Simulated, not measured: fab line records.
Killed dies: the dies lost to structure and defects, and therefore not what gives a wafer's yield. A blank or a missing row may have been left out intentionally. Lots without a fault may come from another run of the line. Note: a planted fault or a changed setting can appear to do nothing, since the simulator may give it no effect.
What tool caused it? || flow n5 finfet || 30 wafers from 10 lots sampled at 4 of the route's 1938 steps

WHAT THE GAUGES SHOWED, per wafer
N5_BEOL_M7_INSPECT_30: inspects for defects (brightfield).
{"lot": "L600", "measured": "day 9 00:54", "on": "defect inspect-02", "raw defect count": "326 402 242"}
{"lot": "L602", "measured": "day 9 14:19", "on": "defect inspect-02", "raw defect count": "257 301 293"}
{"lot": "L603", "measured": "day 9 21:24", "on": "defect inspect-02", "raw defect count": "453 360 466"}
{"lot": "L606", "measured": "day 10 18:34", "on": "defect inspect-01", "raw defect count": "438 408 367"}
{"lot": "L604", "measured": "day 10 21:05", "on": "defect inspect-02", "raw defect count": "318 300 352"}
{"lot": "L611", "measured": "day 12 06:00", "on": "defect inspect-02", "raw defect count": "284 393 306"}
{"lot": "L610", "measured": "day 12 08:39", "on": "defect inspect-01", "raw defect count": "306 245 342"}
{"lot": "L618", "measured": "day 13 14:30", "on": "defect inspect-02", "raw defect count": "498 365 328"}
{"lot": "L619", "measured": "day 13 20:25", "on": "defect inspect-01", "raw defect count": "332 490 405"}
{"lot": "L622", "measured": "day 14 18:53", "on": "defect inspect-02", "raw defect count": "379 350 437"}

EACH LOT AND THE TOOL THAT RAN IT (in order: tool; ch and the chambers of the sampled wafers; start)
{"lot": "L600", "N5_BEOL_M7_ETCH_61": "rie diel-02 ch 0,2,3, day 8 22:35", "N5_BEOL_M7_STRIP_19": "rie diel-02 ch 0,1,2, day 8 23:07", "N5_BEOL_M7_EXPOSE_25": "euv scanner-01 ch 0, day 9 00:41"}
{"lot": "L602", "N5_BEOL_M7_ETCH_61": "rie diel-06 ch 0,3, day 9 13:29", "N5_BEOL_M7_STRIP_19": "rie diel-02 ch 0,2, day 9 13:50", "N5_BEOL_M7_EXPOSE_25": "euv scanner-01 ch 0, day 9 14:05"}
{"lot": "L603", "N5_BEOL_M7_ETCH_61": "rie diel-01 ch 1,2,3, day 9 18:02", "N5_BEOL_M7_STRIP_19": "rie diel-01 ch 0,2,3, day 9 18:23", "N5_BEOL_M7_EXPOSE_25": "euv scanner-01 ch 0, day 9 21:11"}
{"lot": "L606", "N5_BEOL_M7_ETCH_61": "rie diel-01 ch 1,3, day 10 16:50", "N5_BEOL_M7_STRIP_19": "rie diel-02 ch 0,2,3, day 10 17:13", "N5_BEOL_M7_EXPOSE_25": "euv scanner-01 ch 0, day 10 18:22"}
{"lot": "L604", "N5_BEOL_M7_ETCH_61": "rie diel-01 ch 0,3, day 10 20:08", "N5_BEOL_M7_STRIP_19": "rie diel-06 ch 0,1, day 10 20:31", "N5_BEOL_M7_EXPOSE_25": "euv scanner-02 ch 0, day 10 20:52"}
{"lot": "L611", "N5_BEOL_M7_ETCH_61": "rie diel-01 ch 2,3, day 12 04:13", "N5_BEOL_M7_STRIP_19": "rie diel-02 ch 0,1,2, day 12 04:52", "N5_BEOL_M7_EXPOSE_25": "euv scanner-02 ch 0, day 12 05:47"}
{"lot": "L610", "N5_BEOL_M7_ETCH_61": "rie diel-01 ch 0,1,2, day 12 07:29", "N5_BEOL_M7_STRIP_19": "rie diel-06 ch 0,2,3, day 12 07:57", "N5_BEOL_M7_EXPOSE_25": "euv scanner-01 ch 0, day 12 08:26"}
{"lot": "L618", "N5_BEOL_M7_ETCH_61": "rie diel-01 ch 0,1,2, day 13 12:59", "N5_BEOL_M7_STRIP_19": "rie diel-01 ch 0,1, day 13 13:20", "N5_BEOL_M7_EXPOSE_25": "euv scanner-02 ch 0, day 13 14:17"}
{"lot": "L619", "N5_BEOL_M7_ETCH_61": "rie diel-06 ch 0,2,3, day 13 18:19", "N5_BEOL_M7_STRIP_19": "rie diel-06 ch 0,1,2, day 13 18:40", "N5_BEOL_M7_EXPOSE_25": "euv scanner-02 ch 0, day 13 20:11"}
{"lot": "L622", "N5_BEOL_M7_ETCH_61": "rie diel-02 ch 0,1,3, day 14 13:55", "N5_BEOL_M7_STRIP_19": "rie diel-01 ch 0,1,2, day 14 14:17", "N5_BEOL_M7_EXPOSE_25": "euv scanner-01 ch 0, day 14 18:40"}
- N5_BEOL_M7_ETCH_61: etches SiARC in CF4, target depth 45.5 nm, time 75.8 s.
- N5_BEOL_M7_STRIP_19: strips in O2.
- N5_BEOL_M7_EXPOSE_25: exposes mask V6, target cd 40 nm.

THE ANSWER, worked out from the rows above alone
Rule: usual is defined by the lots themselves. The widest of any qualifying gaps counts: lots, ordered by their means at a reading, are off when they make up no more than a third of the lots, leave a main group of 4 or more, and stand apart from it by 3 or more times the standard deviation of that group's means. If all means in a main group match to the digits the tables above print for the reading, that group is not used. Also off: a lot with no number at a reading for which 4 or more lots have one. All remaining lots with rows at the step are treated as sound.
Nothing can be told from this: no lot is off at any reading shown.

WHAT WAS PUT IN BY THE SIMULATOR
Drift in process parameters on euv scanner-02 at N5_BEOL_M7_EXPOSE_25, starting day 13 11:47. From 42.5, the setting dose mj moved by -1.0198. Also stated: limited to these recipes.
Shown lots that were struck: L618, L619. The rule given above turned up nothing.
